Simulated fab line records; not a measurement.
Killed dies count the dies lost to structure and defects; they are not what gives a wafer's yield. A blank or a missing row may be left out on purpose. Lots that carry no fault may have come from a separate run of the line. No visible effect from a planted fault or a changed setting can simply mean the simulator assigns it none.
Split-lot trial / flow n5 finfet / 21 wafers read from 7 lots, route of 1938 steps

== ABOUT THE SPLIT ==
At N5_BEOL_M10_EXPOSE_08 (exposes mask M10), the setting dose mj was moved away from the recipe's 53.75 on 8 of the 21 wafers read, by -4.1% to +4.4%. The other wafers ran this setting at the recipe's value.

== FROM THE SPLIT TO THE READING: what the file shows between them, 14 steps ==
- N5_BEOL_M10_PEB_09: peb time 60 s
- N5_BEOL_M10_DEVELOP_10: develop time 30 s
- N5_BEOL_M10_CD_MEAS_11: target cd 64.1 nm
- N5_BEOL_M10_DESCUM_16: chemistry O2, time 7.9 s
- N5_BEOL_M10_ETCH_61: etches SiARC in CF4, target depth 39 nm, time 65 s
- N5_BEOL_M10_ETCH_62: etches SOC in N2/H2, target depth 110 nm, overetch 22 nm, time 165 s
- N5_BEOL_M10_STRIP_68: strips in N2/H2
- N5_BEOL_M10_HM_OPEN_17: chemistry Cl2/BCl3, target TiN, target depth 20 nm, overetch 6 nm
- N5_BEOL_M10_STRIP_19: strips in O2
- N5_BEOL_M10_CD_MEAS_18: pitch 140 nm, target cd 70 nm
- N5_BEOL_M10_COAT_63: time 60 s, resist thk 100 nm
- N5_BEOL_M10_COAT_64: time 60 s, resist thk 30 nm
- N5_BEOL_M10_PRECLEAN_42: cleans in residue remover, time 60 s
- N5_BEOL_M10_SRD_43: time 30 s

== THE READING ==
cd nm at N5_BEOL_M10_CD_MEAS_35, given in nm (cd target 70 nm). Fault-free wafers of this fab line usually give 70.4 nm, standard deviation 0.83 nm.

wafer=L085.1; tool, chamber at the split=arfi scanner-02, 0; dose mj as run=53.75; against the recipe=recipe; cd nm, nm=71.1; against lot-mates on the recipe=-
wafer=L085.5; tool, chamber at the split=arfi scanner-02, 0; dose mj as run=53.75; against the recipe=recipe; cd nm, nm=72.3; against lot-mates on the recipe=-
wafer=L085.6; tool, chamber at the split=arfi scanner-02, 0; dose mj as run=53.75; against the recipe=recipe; cd nm, nm=70.6; against lot-mates on the recipe=-
wafer=L086.2; tool, chamber at the split=arfi scanner-02, 0; dose mj as run=56.09; against the recipe=+4.4%; cd nm, nm=74.4; against lot-mates on the recipe=+4.2
wafer=L086.3; tool, chamber at the split=arfi scanner-02, 0; dose mj as run=53.75; against the recipe=recipe; cd nm, nm=70.2; against lot-mates on the recipe=-
wafer=L086.6; tool, chamber at the split=arfi scanner-02, 0; dose mj as run=56.09; against the recipe=+4.4%; cd nm, nm=73.9; against lot-mates on the recipe=+3.7
wafer=L087.1; tool, chamber at the split=arfi scanner-01, 0; dose mj as run=51.91; against the recipe=-3.4%; cd nm, nm=68.9; against lot-mates on the recipe=-1.6
wafer=L087.4; tool, chamber at the split=arfi scanner-01, 0; dose mj as run=51.91; against the recipe=-3.4%; cd nm, nm=68.3; against lot-mates on the recipe=-2.2
wafer=L087.5; tool, chamber at the split=arfi scanner-01, 0; dose mj as run=53.75; against the recipe=recipe; cd nm, nm=70.5; against lot-mates on the recipe=-
wafer=L089.1; tool, chamber at the split=arfi scanner-03, 0; dose mj as run=53.75; against the recipe=recipe; cd nm, nm=70.1; against lot-mates on the recipe=-
wafer=L089.3; tool, chamber at the split=arfi scanner-03, 0; dose mj as run=53.75; against the recipe=recipe; cd nm, nm=70.0; against lot-mates on the recipe=-
wafer=L089.5; tool, chamber at the split=arfi scanner-03, 0; dose mj as run=52.22; against the recipe=-2.8%; cd nm, nm=68.1; against lot-mates on the recipe=-2.0
wafer=L093.1; tool, chamber at the split=arfi scanner-02, 0; dose mj as run=53.75; against the recipe=recipe; cd nm, nm=70.2; against lot-mates on the recipe=-
wafer=L093.2; tool, chamber at the split=arfi scanner-02, 0; dose mj as run=51.57; against the recipe=-4.1%; cd nm, nm=67.0; against lot-mates on the recipe=-3.0
wafer=L093.4; tool, chamber at the split=arfi scanner-02, 0; dose mj as run=53.75; against the recipe=recipe; cd nm, nm=69.7; against lot-mates on the recipe=-
wafer=L095.1; tool, chamber at the split=arfi scanner-02, 0; dose mj as run=53.75; against the recipe=recipe; cd nm, nm=70.3; against lot-mates on the recipe=-
wafer=L095.2; tool, chamber at the split=arfi scanner-02, 0; dose mj as run=53.75; against the recipe=recipe; cd nm, nm=70.2; against lot-mates on the recipe=-
wafer=L095.4; tool, chamber at the split=arfi scanner-02, 0; dose mj as run=53.75; against the recipe=recipe; cd nm, nm=70.4; against lot-mates on the recipe=-
wafer=L096.1; tool, chamber at the split=arfi scanner-02, 0; dose mj as run=53.75; against the recipe=recipe; cd nm, nm=71.4; against lot-mates on the recipe=-
wafer=L096.3; tool, chamber at the split=arfi scanner-02, 0; dose mj as run=55.26; against the recipe=+2.8%; cd nm, nm=71.2; against lot-mates on the recipe=-0.2
wafer=L096.4; tool, chamber at the split=arfi scanner-02, 0; dose mj as run=55.26; against the recipe=+2.8%; cd nm, nm=71.6; against lot-mates on the recipe=+0.2

FIT RESULTS
A straight line over all 21 wafers: cd nm changes by +0.697 nm for each +1% of dose mj; r = +0.91; the points scatter about the line by 0.73 nm.
The same after taking each lot's own level away (the mean of its wafers on the recipe; 21 wafers): +0.639 nm for each +1%; r = +0.88; scatter 0.78 nm.
That fit puts the effect of the largest move of dose mj on the reading at 2.8 nm.
Measured against the standard deviation above, the lots' own levels, which go from 69.95 to 71.40 nm, span 1.7 times it.
The two slopes agree, so the slope changes little with the lot-to-lot level.
Check: with one of the wafers moved furthest among these (+4.4%) left out of the fit, the line predicts +2.28 nm for it against its lot-mates. It came out at +4.2 nm against them.

== THE WHOLE CHAIN: every reading that the file lists as answering this split, in the file's order ==
step=N5_BEOL_M10_CD_MEAS_11; what it does=target cd 64.1 nm; reading=cd nm; change (the file's fit)=+0.73 nm for each +1% of the setting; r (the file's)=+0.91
step=N5_BEOL_M10_CD_MEAS_18; what it does=pitch 140 nm, target cd 70 nm; reading=cd nm; change (the file's fit)=+0.722 nm for each +1% of the setting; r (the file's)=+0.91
step=N5_BEOL_M10_CD_MEAS_35; what it does=target cd 70 nm; reading=cd nm; change (the file's fit)=+0.663 nm for each +1% of the setting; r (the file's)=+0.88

== THE FILE'S OWN FIT ==
cd nm changes by +0.663 nm for each +1% of dose mj, r = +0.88.
